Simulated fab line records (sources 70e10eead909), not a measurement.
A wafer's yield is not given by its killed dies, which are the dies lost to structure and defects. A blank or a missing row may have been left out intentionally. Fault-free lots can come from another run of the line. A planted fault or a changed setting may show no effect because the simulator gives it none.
fab line records + flow nand_harc
[record]
- lots = 5
- wafers = 15
- last_day = 24
route steps=1159 shown A_SGD_CUT@764
lots with no fault: from the same line, run without faults
start_h: start of the lot's first displayed wafer, in hours after the record's first day + wait_h: time in hours since the lot's previous step + " as in the row above + L1.1+2: several wafers, shown together as one row + - no value present, or no start provided + * or withheld: withheld + < > ~ a bound
route shown NAME@n: NAME is a module with steps in the file, n the number in the route of the first one + usual: mean/standard deviation taken from wafers without a fault + same: alike in all rows + chamber/n: place in a boat + sites: readings site by site + _std_site: their standard deviation + _edge_site: mean of outer sites minus mean of inner sites + radius_mm: how far each site lies from the wafer's centre + mask NAME#n: copy n + behind: the most recent tool/chamber to have shaped the wafer + hold: reason for holding the lot/hours on hold/outcome of the hold + device: the n, p or np transistor that did not switch + end of line: the same wafers' tests at the end of the route + where a step has no rows: the recipe by itself + killed: the dies lost at the first sort to structure and to defects; this is not the yield of the wafer + map: a wafer's dies, x killed, . not, _ none there
set.NAME: setting as actually run; set.NAME@STEP: the setting as run at that earlier step + model.NAME: the simulator's own value behind a step, which no gauge read
certain route steps with their lots: each step a table, each wafer a row
services: from which hour (start_h, from the record's first day; less than 0 if before it) a tool's chamber was out of use, for how many hours, and why
[[steps]]
[step NHARC_A_SGD_CUT_ETCH_15]
[recipe]
- target_depth_a = 750
- time_s = 64.3
- ch3f_flow_sccm = 50
- o2_flow_sccm = 30
- ar_flow_sccm = 200
- rf_w = 500
- bias_w = 100
- chemistry = CH3F/O2
[usual]
- drypump_motor_current_A = 5.7/0.45
- mfc_ar_sccm = 200.0/0.6
- oes_product_au = 0.967/0.016
- rf_vpp_V = 264.3/2.1
- showerhead_plenum_p_Torr = 2.48/0.13
- throttle_valve_pct = 20.664/0.0083
| lot.wafer | tool        | chamber | start_h | wait_h | drypump_motor_current_A | mfc_ar_sccm | oes_product_au | rf_hours_counter_h | rf_vpp_V | showerhead_plenum_p_Torr | throttle_valve_pct |
|-----------|-------------|---------|---------|--------|-------------------------|-------------|----------------|--------------------|----------|--------------------------|--------------------|
| L889.3    | rie_diel-08 | 1       | -       | -      | 5.4                     | 200.1       | 0.989          | 2                  | 267.6    | 2.61                     | 20.678             |
| L889.2    | "           | 2       | "       | "      | 5.4                     | 200.2       | 0.965          | 3                  | 261.7    | 2.28                     | 20.672             |
| L889.5    | "           | 0       | "       | "      | 6.5                     | 199.1       | 0.966          | -                  | 264.4    | 2.56                     | 20.668             |
| L895.3    | rie_diel-08 | 0       | -       | -      | 6.5                     | 199.4       | 0.977          | 5                  | 264.7    | 2.56                     | 20.674             |
| L895.2    | "           | 1       | "       | "      | 5.5                     | 199.7       | 0.964          | 6                  | 266.6    | 2.60                     | 20.646             |
| L895.4    | "           | 2       | "       | "      | 5.4                     | 199.1       | 0.948          | 6                  | 261.1    | 2.28                     | 20.668             |
| L906.3    | rie_diel-09 | 2       | -       | -      | 6.0                     | 200.2       | 0.957          | 9                  | 266.8    | 2.63                     | 20.661             |
| L906.4    | "           | 0       | "       | "      | 6.3                     | 199.8       | 0.963          | 11                 | 262.0    | 2.32                     | 20.663             |
| L906.1    | "           | 1       | "       | "      | 6.0                     | 201.0       | 0.970          | 10                 | 264.8    | 2.57                     | 20.646             |
| L907.2    | rie_diel-08 | 2       | -       | -      | 5.4                     | 200.2       | 0.915          | 13                 | 261.8    | 2.28                     | 20.676             |
| L907.4    | "           | 1       | "       | "      | 5.4                     | 200.5       | 0.924          | 13                 | 265.2    | 2.60                     | 20.673             |
| L907.6    | "           | 3       | "       | "      | 5.6                     | 200.5       | 0.905          | -                  | 263.6    | 2.31                     | 20.657             |
| L908.4    | rie_diel-10 | 1       | -       | -      | 4.9                     | 200.2       | 0.972          | 10                 | 262.5    | 2.47                     | 20.672             |
| L908.2    | "           | 3       | "       | "      | 6.0                     | 200.8       | 0.973          | 11                 | 265.7    | 2.62                     | 20.671             |
| L908.3    | "           | 0       | "       | "      | 4.9                     | 200.3       | 0.965          | 12                 | 261.3    | 2.33                     | 20.660             |
[step NHARC_A_SGD_CUT_ETCH_16]
[recipe]
- target_depth_a = 3105
- time_s = 155.2
- c4f8_flow_sccm = withheld
- o2_flow_sccm = 8
- ar_flow_sccm = withheld
- rf_w = 600
- bias_w = 800
- chemistry = C4F8/O2/Ar
[usual]
- oes_product_au = 0.975/0.014
- rf_vpp_V = 724/5.5
| lot.wafer | tool        | chamber | start_h | wait_h | oes_product_au | rf_hours_counter_h | rf_vpp_V |
|-----------|-------------|---------|---------|--------|----------------|--------------------|----------|
| L889.2    | rie_diel-08 | 1       | -       | -      | 0.983          | 2                  | 730      |
| L889.3    | "           | 2       | "       | "      | 0.962          | 3                  | 715      |
| L889.5    | "           | 0       | "       | "      | 0.973          | -                  | 727      |
| L895.2    | rie_diel-08 | 3       | -       | -      | 0.977          | 6                  | 718      |
| L895.3    | "           | 1       | "       | "      | 0.980          | 6                  | 728      |
| L895.4    | "           | 2       | "       | "      | 0.956          | 6                  | 718      |
| L906.3    | rie_diel-09 | 3       | -       | -      | 0.979          | 11                 | 731      |
| L906.1    | "           | 1       | "       | "      | 0.977          | 10                 | 727      |
| L906.4    | "           | 2       | "       | "      | 0.955          | 9                  | 730      |
| L907.2    | rie_diel-08 | 2       | -       | -      | 0.947          | 13                 | 716      |
| L907.4    | "           | 0       | "       | "      | 0.932          | 12                 | 727      |
| L907.6    | "           | 2       | "       | "      | 0.945          | -                  | 715      |
| L908.2    | rie_diel-10 | 1       | -       | -      | 0.985          | 10                 | 724      |
| L908.4    | "           | 2       | "       | "      | 0.986          | 10                 | 720      |
| L908.3    | "           | 3       | "       | "      | 0.992          | 11                 | 729      |
[step NHARC_A_SGD_CUT_STRIP_60]
[recipe]
- c4f8_flow_sccm = withheld
- o2_flow_sccm = 8
- ar_flow_sccm = withheld
- bias_w = 0
- chemistry = C4F8/O2/Ar
[step NHARC_A_SGD_CUT_STRIP_17]
[recipe]
- o2_flow_sccm = 500
- ar_flow_sccm = 0
- bias_w = 0
- chemistry = O2
[usual]
- drypump_motor_current_A = 5.7/0.45
- mfc_ar_sccm = 0.005/0.008
- oes_product_au = 0.999/0.01
- rf_vpp_V = 57.8/0.91
- showerhead_plenum_p_Torr = 3.55/0.19
- throttle_valve_pct = 17.037/0.0089
| lot.wafer | tool        | chamber | start_h | wait_h | drypump_motor_current_A | mfc_ar_sccm | oes_product_au | rf_hours_counter_h | rf_vpp_V | showerhead_plenum_p_Torr | throttle_valve_pct |
|-----------|-------------|---------|---------|--------|-------------------------|-------------|----------------|--------------------|----------|--------------------------|--------------------|
| L889.2    | rie_diel-08 | 1       | -       | -      | 5.4                     | 0           | 1.007          | 2                  | 59.0     | 3.73                     | 17.033             |
| L889.3    | "           | 2       | "       | "      | 5.4                     | 0           | 0.982          | 3                  | 57.3     | 3.29                     | 17.031             |
| L889.5    | "           | 0       | "       | "      | 6.5                     | 0           | 1.004          | -                  | 58.9     | 3.66                     | 17.015             |
| L895.2    | rie_diel-08 | 3       | -       | -      | 5.6                     | 0.008       | 0.994          | 6                  | 57.2     | 3.33                     | 17.028             |
| L895.3    | "           | 1       | "       | "      | 5.5                     | 0           | 1.005          | 6                  | 58.7     | 3.73                     | 17.033             |
| L895.4    | "           | 2       | "       | "      | 5.4                     | 0           | 0.995          | 6                  | 56.6     | 3.28                     | 17.029             |
| L906.4    | rie_diel-09 | 1       | -       | -      | 6.0                     | 0           | 1.009          | 10                 | 58.4     | 3.68                     | 17.030             |
| L906.1    | "           | 2       | "       | "      | 6.1                     | 0.024       | 0.982          | 9                  | 58.1     | 3.76                     | 17.023             |
| L906.3    | "           | 3       | "       | "      | 5.8                     | 0.010       | 0.994          | 11                 | 58.4     | 3.78                     | 17.041             |
| L907.4    | rie_diel-08 | 1       | -       | -      | 5.4                     | 0           | 1.013          | 13                 | 58.8     | 3.73                     | 17.035             |
| L907.2    | "           | 3       | "       | "      | 5.6                     | 0.008       | 0.994          | 13                 | 55.9     | 3.33                     | 17.049             |
| L907.6    | "           | 1       | "       | "      | 5.4                     | 0           | 1.010          | -                  | 58.0     | 3.73                     | 17.041             |
| L908.3    | rie_diel-10 | 1       | -       | -      | 4.9                     | 0           | 1.010          | 10                 | 57.6     | 3.54                     | 17.037             |
| L908.2    | "           | 2       | "       | "      | 5.8                     | 0           | 1.001          | 10                 | 58.3     | 3.46                     | 17.042             |
| L908.4    | "           | 3       | "       | "      | 6.0                     | 0           | 1.004          | 11                 | 57.9     | 3.75                     | 17.036             |
[step NHARC_A_SGD_CUT_PRECLEAN_18]
[recipe]
- time_s = *
- temp_c = 50
- bath_age_min = 0
- chemistry = SC1
[step NHARC_A_SGD_CUT_SRD_19]
[step NHARC_A_SGD_CUT_DEP_20]
[recipe]
- target_thk_a = 1500
- temp_c = 65
- material = SiO2
[step NHARC_A_SGD_CUT_ANNEAL_27]
[recipe]
- temp_c = 450
- time_s = 1800
[step NHARC_A_SGD_CUT_CMP_21]
[recipe]
- target_thk_nm = 148.19
[usual]
- motor_current_A = 12.1/1
- time_to_endpoint_s = 52/3.7
| lot.wafer | tool   | chamber | start_h | wait_h | motor_current_A | time_to_endpoint_s |
|-----------|--------|---------|---------|--------|-----------------|--------------------|
| L889.3    | cmp-01 | 2       | 332.21  | 0.4    | 13.2            | 50                 |
| L889.2    | "      | 0       | "       | "      | 11.3            | 53                 |
| L889.5    | "      | 2       | "       | "      | 12.9            | 51                 |
| L895.4    | cmp-03 | 1       | 375.25  | 0.4    | 10.7            | 49                 |
| L895.2    | "      | 2       | "       | "      | 12.3            | 53                 |
| L895.3    | "      | 0       | "       | "      | 10.7            | 50                 |
| L906.1    | cmp-04 | 1       | 423.77  | 0.4    | 14.0            | 52                 |
| L906.4    | "      | 3       | "       | "      | 11.8            | 45                 |
| L906.3    | "      | 0       | "       | "      | 12.9            | 57                 |
| L907.2    | cmp-01 | 2       | 445.10  | 0.4    | 13.4            | 50                 |
| L907.4    | "      | 0       | "       | "      | 12.1            | 55                 |
| L907.6    | "      | 3       | "       | "      | 12.8            | 50                 |
| L908.3    | cmp-04 | 2       | 457.06  | 0.4    | 12.0            | 48                 |
| L908.2    | "      | 0       | "       | "      | 11.7            | 55                 |
| L908.4    | "      | 1       | "       | "      | 13.3            | 48                 |
[step NHARC_A_SGD_CUT_THK_MEAS_22]
[recipe]
- thk_meas_gauge = ellipsometry
[usual]
- thk_nm = 148.5/1.6
| lot.wafer | tool          | chamber | start_h | wait_h | thk_nm |
|-----------|---------------|---------|---------|--------|--------|
| L889.2    | film_metro-01 | -       | 332.44  | 0.2    | 150.3  |
| L889.3    | "             | -       | "       | "      | 149.0  |
| L889.5    | "             | -       | "       | "      | 148.1  |
| L895.2    | film_metro-01 | -       | 375.50  | 0.2    | 147.6  |
| L895.3    | "             | -       | "       | "      | 148.2  |
| L895.4    | "             | -       | "       | "      | 148.5  |
| L906.1    | film_metro-01 | -       | 424.03  | 0.2    | 149.1  |
| L906.3    | "             | -       | "       | "      | 148.3  |
| L906.4    | "             | -       | "       | "      | 144.8  |
| L907.2    | film_metro-02 | -       | 445.35  | 0.2    | 148.2  |
| L907.4    | "             | -       | "       | "      | 147.2  |
| L907.6    | "             | -       | "       | "      | 146.2  |
| L908.2    | film_metro-01 | -       | 457.32  | 0.2    | 151.1  |
| L908.3    | "             | -       | "       | "      | 148.2  |
| L908.4    | "             | -       | "       | "      | 148.1  |
[step NHARC_A_SGD_CUT_SRD_23]
[step NHARC_A_SGD_CUT_ETCH_26]
[recipe]
- target_depth_a = 458
- chemistry = dHF
- material = SiO2
[step NHARC_A_SGD_CUT_ETCHBACK_24]
[recipe]
- target_depth_a = 500
- over_etch_frac = 0.3
- time_s = 92.857
- ion_energy_ev = 120
- ch3f_flow_sccm = 50
- o2_flow_sccm = 30
- ar_flow_sccm = 200
- rf_w = 500
- bias_w = 100
- chemistry = CH3F/O2
[usual]
- drypump_motor_current_A = 5.7/0.49
- mfc_ar_sccm = 200.0/0.6
- oes_product_au = 0.98/0.033
- rf_vpp_V = 244.6/1.9
- showerhead_plenum_p_Torr = 2.48/0.13
- throttle_valve_pct = 20.663/0.009
| lot.wafer | tool        | chamber | start_h | wait_h | drypump_motor_current_A | mfc_ar_sccm | oes_product_au | rf_hours_counter_h | rf_vpp_V | showerhead_plenum_p_Torr | throttle_valve_pct |
|-----------|-------------|---------|---------|--------|-------------------------|-------------|----------------|--------------------|----------|--------------------------|--------------------|
| L889.2    | rie_diel-10 | 2       | 332.68  | 0.2    | 5.7                     | 200.9       | 0.93           | 18                 | 244.1    | 2.41                     | 20.645             |
| L889.3    | "           | 3       | "       | "      | 6.0                     | 199.5       | 0.92           | 20                 | 245.4    | 2.62                     | 20.656             |
| L889.5    | "           | 2       | "       | "      | 5.8                     | 200.1       | 0.94           | -                  | 243.2    | 2.41                     | 20.660             |
| L895.3    | rie_diel-10 | 0       | 375.72  | 0.1    | 5.0                     | 200.6       | 0.83           | 2                  | 241.5    | 2.34                     | 20.661             |
| L895.4    | "           | 1       | "       | "      | 4.9                     | 200.2       | 1.01           | 2                  | 244.7    | 2.47                     | 20.667             |
| L895.2    | "           | 2       | "       | "      | 5.7                     | 201.3       | 1.00           | 2                  | 243.1    | 2.41                     | 20.641             |
| L906.3    | rie_diel-08 | 2       | 424.27  | 0.2    | 5.4                     | 199.6       | 0.99           | 12                 | 241.7    | 2.28                     | 20.660             |
| L906.4    | "           | 3       | "       | "      | 5.6                     | 199.3       | 0.99           | 12                 | 243.1    | 2.31                     | 20.675             |
| L906.1    | "           | 0       | "       | "      | 6.4                     | 200.1       | 0.99           | 11                 | 246.6    | 2.55                     | 20.668             |
| L907.4    | rie_diel-09 | 1       | 445.60  | 0.2    | 6.0                     | 200.3       | 1.01           | 1                  | 245.7    | 2.57                     | 20.659             |
| L907.2    | "           | 2       | "       | "      | 6.0                     | 199.9       | 0.98           | 1                  | 246.4    | 2.63                     | 20.671             |
| L907.6    | "           | 1       | "       | "      | 6.0                     | 200.6       | 1.01           | -                  | 247.0    | 2.57                     | 20.650             |
| L908.4    | rie_diel-09 | 2       | 457.54  | 0.2    | 6.0                     | 200.6       | 0.98           | 1                  | 245.7    | 2.63                     | 20.668             |
| L908.2    | "           | 0       | "       | "      | 6.2                     | 199.4       | 1.00           | 1                  | 243.2    | 2.32                     | 20.669             |
| L908.3    | "           | 1       | "       | "      | 6.0                     | 201.1       | 1.00           | 1                  | 246.7    | 2.57                     | 20.669             |
[step NHARC_A_SGD_CUT_STRIP_28]
[recipe]
- time_s = 20
- o2_flow_sccm = 500
- ar_flow_sccm = 0
- bias_w = 0
- chemistry = O2
[usual]
- drypump_motor_current_A = 5.7/0.47
- mfc_ar_sccm = 0.006/0.0089
- oes_product_au = 1.002/0.011
- rf_vpp_V = 57.9/0.99
- showerhead_plenum_p_Torr = 3.57/0.18
- throttle_valve_pct = 17.038/0.0088
| lot.wafer | tool        | chamber | start_h | wait_h | drypump_motor_current_A | mfc_ar_sccm | oes_product_au | rf_hours_counter_h | rf_vpp_V | showerhead_plenum_p_Torr | throttle_valve_pct |
|-----------|-------------|---------|---------|--------|-------------------------|-------------|----------------|--------------------|----------|--------------------------|--------------------|
| L889.2    | rie_diel-10 | 3       | -       | -      | 6.0                     | 0           | 1.002          | 20                 | 57.1     | 3.76                     | 17.027             |
| L889.3    | "           | 0       | "       | "      | 4.9                     | 0.021       | 1.012          | 18                 | 58.3     | 3.36                     | 17.023             |
| L889.5    | "           | 0       | "       | "      | 4.9                     | 0.021       | 1.007          | -                  | 55.6     | 3.36                     | 17.040             |
| L895.2    | rie_diel-10 | 2       | -       | -      | 5.8                     | 0           | 1.012          | 2                  | 57.8     | 3.46                     | 17.044             |
| L895.4    | "           | 3       | "       | "      | 6.0                     | 0           | 1.006          | 2                  | 58.1     | 3.75                     | 17.051             |
| L895.3    | "           | 0       | "       | "      | 4.9                     | 0.021       | 0.998          | 2                  | 57.8     | 3.36                     | 17.024             |
| L906.3    | rie_diel-08 | 3       | -       | -      | 5.6                     | 0.008       | 0.984          | 12                 | 57.3     | 3.33                     | 17.048             |
| L906.1    | "           | 1       | "       | "      | 5.4                     | 0           | 1.010          | 12                 | 59.1     | 3.73                     | 17.032             |
| L906.4    | "           | 2       | "       | "      | 5.4                     | 0           | 0.990          | 12                 | 56.5     | 3.28                     | 17.048             |
| L907.4    | rie_diel-09 | 3       | -       | -      | 5.7                     | 0.010       | 1.012          | 1                  | 59.0     | 3.78                     | 17.041             |
| L907.2    | "           | 0       | "       | "      | 6.2                     | 0           | 1.003          | 0                  | 57.3     | 3.34                     | 17.044             |
| L907.6    | "           | 0       | "       | "      | 6.3                     | 0           | 1.014          | -                  | 56.9     | 3.34                     | 17.042             |
| L908.3    | rie_diel-09 | 2       | -       | -      | 6.0                     | 0.024       | 0.977          | 1                  | 57.1     | 3.76                     | 17.045             |
| L908.4    | "           | 3       | "       | "      | 5.8                     | 0.010       | 1.002          | 1                  | 59.5     | 3.78                     | 17.032             |
| L908.2    | "           | 0       | "       | "      | 6.2                     | 0           | 1.007          | 1                  | 56.9     | 3.34                     | 17.024             |
[[services]]
| tool        | chamber | start_h | hours | kind   |
|-------------|---------|---------|-------|--------|
| cmp-04      | -       | 306.49  | 4.0   | pm     |
| rie_diel-08 | 0       | 310.80  | -     | clean  |
| rie_diel-08 | 1       | 310.80  | -     | clean  |
| rie_diel-08 | 2       | 310.80  | -     | clean  |
| rie_diel-08 | 3       | 310.80  | -     | clean  |
| cmp-03      | -       | 320.02  | 0.4   | repair |
| rie_diel-09 | 2       | 321.92  | 1.5   | repair |
| rie_diel-10 | 0       | 335.52  | 4.1   | repair |
| rie_diel-08 | 3       | 342.73  | 6.7   | repair |
| cmp-03      | -       | 352.09  | 4.0   | pm     |
| rie_diel-10 | -       | 353.50  | 9.0   | pm     |
| rie_diel-09 | 3       | 371.55  | 1.4   | repair |
| cmp-01      | -       | 376.98  | 4.0   | pm     |
| rie_diel-08 | 0       | 379.71  | 1.7   | repair |
| rie_diel-10 | 1       | 388.27  | 5.3   | repair |
| rie_diel-09 | -       | 395.36  | 0.7   | repair |
| cmp-04      | -       | 404.49  | 4.0   | pm     |
| cmp-03      | -       | 417.89  | 2.9   | repair |
| cmp-04      | -       | 427.60  | 0.5   | repair |
| cmp-03      | -       | 428.59  | 59.3  | repair |
| rie_diel-09 | -       | 431.36  | 9.0   | pm     |
| cmp-04      | -       | 432.93  | 5.5   | repair |
| rie_diel-08 | 0       | 442.76  | 4.8   | repair |
| cmp-01      | -       | 455.58  | 0.5   | repair |
[[key]]
[first_sign]
- step = NHARC_A_SGD_CUT_ETCHBACK_24
- reading = oes_product_au
- direction = down
- sigmas = 4.3
- usual = 0.98
- struck = 0.83
effect none on later readings
met_at NHARC_A_SGD_CUT_ETCHBACK_24
struck_wafers L895.3
later_rows_left_out L895.3
sort_left_out L895.3
tester_left_out L895
[fault]
- kind = process_parameter_drift
- tool = rie_diel-10
- chamber = 0
- onset_h = 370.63
- steps = NHARC_A_SGD_CUT_ETCHBACK_24
- channel = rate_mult
- offset = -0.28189
- shape = step
- end_h = 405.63
// tester_left_out: of these lots the tester's yield and bins aren't shown, on N5 and GAA mostly nor the transistor test; their killed dies are dies lost to structure and defects alone, not to doping, threshold or leakage, so they don't give the yield
// sort_left_out: the simulated sort isn't trusted on such a fault, so these wafers' sort isn't shown, and their yield isn't known
// later_rows_left_out: the simulator's readings of these wafers behind a module that went badly wrong aren't trusted and aren't shown, but for the sort
